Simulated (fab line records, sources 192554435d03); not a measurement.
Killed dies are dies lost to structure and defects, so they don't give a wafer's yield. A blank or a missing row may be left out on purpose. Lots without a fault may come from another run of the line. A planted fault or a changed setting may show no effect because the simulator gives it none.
Split-lot experiment | flow n5_finfet | 7 lots, 39 wafers read, on a route of 1938 steps

THE SPLIT
At N5_DUMMY_GATE_ETCH_31 (etches SiO2 in C4F6/O2, target depth 82.5 nm, time 27.5 s), the setting target_depth_a was moved away from the recipe's 825 angstrom on 18 of the 39 wafers read, by -4.1% to +12.9%. The other wafers ran this setting at the recipe's value.

The reading is taken at the split's own step.

THE READING
SOC_of_DUMMY_GATE_COAT_34.thk_nm (the simulator's own value, which no gauge read), in nm, at N5_DUMMY_GATE_ETCH_31 (etches SiO2 in C4F6/O2, target depth 82.5 nm, time 27.5 s). The file gives no usual value for it. The 21 wafers here that ran the recipe average 51.8 nm, standard deviation 0.25 nm.

wafer  | tool, chamber at the split | target_depth_a as run, angstrom | against the recipe | SOC_of_DUMMY_GATE_COAT_34.thk_nm, nm | against lot-mates on the recipe
L076.2 | rie_diel-01, 2             | 825                             | recipe             | 52                                   | -
L076.3 | rie_diel-01, 3             | 825                             | recipe             | 51.8                                 | -
L076.5 | rie_diel-01, 2             | 825                             | recipe             | 52                                   | -
L084.1 | rie_diel-01, 3             | 859.2                           | +4.1%              | 51.4                                 | -0.5
L084.2 | rie_diel-01, 1             | 825                             | recipe             | 52.2                                 | -
L084.3 | rie_diel-01, 2             | 859.2                           | +4.1%              | 51.6                                 | -0.3
L084.4 | rie_diel-01, 2             | 825                             | recipe             | 52                                   | -
L084.5 | rie_diel-01, 1             | 859.2                           | +4.1%              | 51.6                                 | -0.3
L084.6 | rie_diel-01, 3             | 825                             | recipe             | 51.4                                 | -
L083.1 | rie_diel-03, 2             | 931.6                           | +12.9%             | 51                                   | -1.1
L083.2 | rie_diel-03, 0             | 825                             | recipe             | 52.2                                 | -
L083.3 | rie_diel-03, 1             | 931.6                           | +12.9%             | 51.2                                 | -0.9
L083.4 | rie_diel-03, 3             | 825                             | recipe             | 52.2                                 | -
L083.5 | rie_diel-03, 2             | 931.6                           | +12.9%             | 51                                   | -1.1
L083.6 | rie_diel-03, 1             | 825                             | recipe             | 51.8                                 | -
L086.1 | rie_diel-01, 1             | 825                             | recipe             | 52                                   | -
L086.2 | rie_diel-01, 2             | 922.4                           | +11.8%             | 50.8                                 | -1.3
L086.3 | rie_diel-01, 3             | 922.4                           | +11.8%             | 50.8                                 | -1.3
L086.4 | rie_diel-01, 2             | 922.4                           | +11.8%             | 51                                   | -1.1
L086.5 | rie_diel-01, 1             | 825                             | recipe             | 52.2                                 | -
L086.6 | rie_diel-01, 3             | 825                             | recipe             | 52                                   | -
L092.1 | rie_diel-04, 0             | 791.4                           | -4.1%              | 52                                   | +0.2
L092.2 | rie_diel-04, 2             | 791.4                           | -4.1%              | 51.8                                 | +0.0
L092.3 | rie_diel-04, 1             | 825                             | recipe             | 51.8                                 | -
L092.4 | rie_diel-04, 3             | 825                             | recipe             | 51.8                                 | -
L092.5 | rie_diel-04, 0             | 791.4                           | -4.1%              | 52                                   | +0.2
L092.6 | rie_diel-04, 3             | 825                             | recipe             | 51.8                                 | -
L093.1 | rie_diel-04, 3             | 929.8                           | +12.7%             | 50.6                                 | -1.1
L093.2 | rie_diel-04, 0             | 929.8                           | +12.7%             | 50.6                                 | -1.1
L093.3 | rie_diel-04, 1             | 825                             | recipe             | 51.6                                 | -
L093.4 | rie_diel-04, 2             | 929.8                           | +12.7%             | 50.8                                 | -0.9
L093.5 | rie_diel-04, 0             | 825                             | recipe             | 51.8                                 | -
L093.6 | rie_diel-04, 1             | 825                             | recipe             | 51.6                                 | -
L097.1 | rie_diel-01, 2             | 825                             | recipe             | 51.6                                 | -
L097.2 | rie_diel-01, 0             | 825                             | recipe             | 51.6                                 | -
L097.3 | rie_diel-01, 1             | 930.2                           | +12.8%             | 50.4                                 | -1.1
L097.4 | rie_diel-01, 3             | 930.2                           | +12.8%             | 50.2                                 | -1.3
L097.5 | rie_diel-01, 3             | 825                             | recipe             | 51.4                                 | -
L097.6 | rie_diel-01, 0             | 930.2                           | +12.8%             | 50.4                                 | -1.1

THE FIT
A straight line over all 39 wafers: SOC_of_DUMMY_GATE_COAT_34.thk_nm changes by -0.0841 nm for each +1% of target_depth_a; r = -0.89; the points scatter about the line by 0.26 nm.
The same after taking each lot's own level away (the mean of its wafers on the recipe; 39 wafers): -0.0835 nm for each +1%; r = -0.95; scatter 0.17 nm.
On that fit, the largest move of target_depth_a shifts the reading by 1.1 nm.
The lots' own levels span 51.53 to 52.07 nm, that is 2.2 times the standard deviation above.
So the lot-to-lot level changes the slope little: the two slopes agree.
Check: with one of the wafers moved furthest among these (+12.9%) left out of the fit, the line predicts -1.11 nm for it against its lot-mates. It came out at -1.07 nm against them.

OTHER SPLITS ON THESE WAFERS
These wafers also went through other splits before the reading. Each is held against what the fit with the lots' levels taken away leaves over:
other split on the same wafers     | wafers away from the commonest value | r with SOC_of_DUMMY_GATE_COAT_34.thk_nm (lot level and that fit taken away)
N5_FIN_SAQP_HM_DEP_03 target_thk_a | 18                                   | +0.14
N5_FIN_SAQP_FIN_ETCH_36 icp_w      | 18                                   | -0.08
N5_DUMMY_GATE_EXPOSE_12 dose_mj    | 15                                   | +0.07
N5_DUMMY_GATE_ETCH_37 source_w     | 15                                   | +0.03

THE WHOLE CHAIN: every reading that the file lists as answering this split, in the file's order
step                  | what it does                                              | reading                                                                           | change (the file's fit)                | r (the file's)
N5_DUMMY_GATE_ETCH_31 | etches SiO2 in C4F6/O2, target depth 82.5 nm, time 27.5 s | etch.depth_nm (the simulator's own value, which no gauge read)                    | +0.81 nm for each +1% of the setting   | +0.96
N5_DUMMY_GATE_ETCH_31 | etches SiO2 in C4F6/O2, target depth 82.5 nm, time 27.5 s | SOC_of_DUMMY_GATE_COAT_34.thk_nm (the simulator's own value, which no gauge read) | -0.0859 nm for each +1% of the setting | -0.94

THE FILE'S OWN FIT
SOC_of_DUMMY_GATE_COAT_34.thk_nm changes by -0.0859 nm for each +1% of target_depth_a, r = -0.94.
